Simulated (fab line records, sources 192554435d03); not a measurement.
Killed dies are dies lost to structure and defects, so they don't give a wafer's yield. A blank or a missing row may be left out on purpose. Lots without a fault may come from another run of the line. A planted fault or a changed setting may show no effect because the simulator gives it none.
Chamber matching | flow n5_finfet | N5_BEOL_M2_ALD_98 on ald_sin-03: 4 sister chambers
The step deposits SiO2, target thk 2.5 nm, pulse time 1 s, co reactant pulse time 1 s. 8 wafers are shown with their chamber, then 9 later ones without.

WAFERS WITH THEIR CHAMBER
wafer  | chamber | heater_power_w (W) | precursor_pulse_height_rel
L075.1 | 0       | 57                 | 1.033
L077.3 | 0       | 60                 | 1.000
L083.2 | 1       | 84                 | 0.991
L083.3 | 2       | 90                 | 1.022
L083.4 | 3       | 79                 | 0.966
L082.2 | 3       | 78                 | 1.000
L082.5 | 1       | 83                 | 1.005
L082.6 | 2       | 88                 | 0.993

WAFERS WITHOUT THEIR CHAMBER
wafer  | heater_power_w (W) | precursor_pulse_height_rel
L088.3 | 78                 | 1.024
L088.5 | 83                 | 0.993
L088.6 | 87                 | 1.025
L089.2 | 61                 | 1.007
L089.4 | 77                 | 1.020
L089.6 | 88                 | 1.010
L090.2 | 79                 | 0.996
L090.4 | 60                 | 0.982
L090.5 | 81                 | 1.018

WHICH CHAMBER EACH WENT THROUGH
wafer  | from the rows above     | in truth
L088.3 | 3                       | 3
L088.5 | 1                       | 1
L088.6 | can't be placed: 2 or 1 | 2
L089.2 | 0                       | 0
L089.4 | 3                       | 3
L089.6 | 2                       | 2
L090.2 | 3                       | 3
L090.4 | 0                       | 0
L090.5 | can't be placed: 1 or 3 | 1
Placed correctly: 7 of 9. Can't be placed from these rows: 2 (the true chamber is among the candidates in 2). Placed wrongly: 0.
How it was worked out, from the rows above alone: a wafer's distance from a chamber is the root of the sum, over the readings, of the square of ((its reading less the chamber's mean) divided by the reading's scatter). The wafer belongs to the nearest chamber; if the next one is less than 2 further off, it can't be placed. A chamber's mean is the mean of its shown wafers. The scatter: the root of (the sum of the squares of (reading less its chamber's mean) over the shown wafers, divided by (wafers less chambers)).
